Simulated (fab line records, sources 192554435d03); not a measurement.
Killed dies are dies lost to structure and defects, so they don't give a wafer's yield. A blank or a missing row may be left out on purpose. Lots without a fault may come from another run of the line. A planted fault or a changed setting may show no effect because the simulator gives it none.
Chamber matching | flow n5_finfet | N5_DUMMY_GATE_ETCH_32 on rie_si-06: 4 sister chambers
The step etches SiO2 in CF4, target depth 3.5 nm, time 3.9 s. 18 wafers are shown with their chamber, then 9 later ones without.

WAFERS WITH THEIR CHAMBER
wafer  | chamber | drypump_motor_current_A (A) | throttle_valve_pct (%) | oes_product_au (a.u.)
L074.4 | 0       | 6.1                         | 21.55                  | 1.012
L074.5 | 0       | 6.1                         | 21.58                  | 1.011
L074.6 | 1       | 6.1                         | 21.82                  | 0.999
L075.2 | 2       | 5.6                         | 21.73                  | 0.984
L075.3 | 1       | 6.1                         | 21.82                  | 0.998
L075.4 | 3       | 5.3                         | 21.58                  | 0.999
L085.2 | 0       | 6.1                         | 21.56                  | 1.015
L085.5 | 0       | 6.1                         | 21.57                  | 1.008
L085.6 | 1       | 6.1                         | 21.81                  | 0.998
L088.3 | 3       | 5.3                         | 21.59                  | 1.002
L088.5 | 3       | 5.3                         | 21.56                  | 1.002
L088.6 | 0       | 6.1                         | 21.58                  | 1.008
L090.3 | 1       | 6.1                         | 21.83                  | 0.983
L090.5 | 2       | 5.6                         | 21.58                  | 0.974
L090.6 | 1       | 6.0                         | 21.82                  | 0.984
L091.1 | 2       | 5.7                         | 21.60                  | 0.981
L091.4 | 1       | 6.0                         | 21.83                  | 0.991
L091.5 | 3       | 5.3                         | 21.61                  | 1.000

SIGNATURES (means of the wafers above)
reading                 | chamber 0 | chamber 1 | chamber 2 | chamber 3 | scatter within a chamber
drypump_motor_current_A | 6.100     | 6.067     | 5.633     | 5.300     | 0.0378
throttle_valve_pct      | 21.5680   | 21.8217   | 21.6367   | 21.5850   | 0.0333
oes_product_au          | 1.01080   | 0.99217   | 0.97967   | 1.00075   | 0.00508
Rule: a wafer's distance from a chamber is the root of the sum, over the readings, of the square of ((its reading less the chamber's mean) divided by the reading's scatter). The wafer belongs to the nearest chamber; if the next one is less than 2 further off, it can't be placed. The scatter: the root of (the sum of the squares of (reading less its chamber's mean) over the shown wafers, divided by (wafers less chambers)).

WAFERS WITHOUT THEIR CHAMBER
wafer  | drypump_motor_current_A (A) | throttle_valve_pct (%) | oes_product_au (a.u.)
L094.1 | 5.6                         | 21.58                  | 0.963
L094.2 | 5.3                         | 21.57                  | 1.007
L094.6 | 6.1                         | 21.56                  | 1.016
L095.1 | 6.1                         | 21.58                  | 1.009
L095.5 | 6.1                         | 21.56                  | 1.013
L095.6 | 5.3                         | 21.60                  | 0.997
L097.1 | 5.6                         | 21.59                  | 0.952
L097.3 | 6.1                         | 21.55                  | 1.010
L097.5 | 5.3                         | 21.59                  | 0.992

WHICH CHAMBER EACH WENT THROUGH
wafer  | from the rows above | in truth
L094.1 | 2                   | 2
L094.2 | 3                   | 3
L094.6 | 0                   | 0
L095.1 | 0                   | 0
L095.5 | 0                   | 0
L095.6 | 3                   | 3
L097.1 | 2                   | 2
L097.3 | 0                   | 0
L097.5 | 3                   | 3
Placed correctly: 9 of 9. Can't be placed from these rows: 0. Placed wrongly: 0.
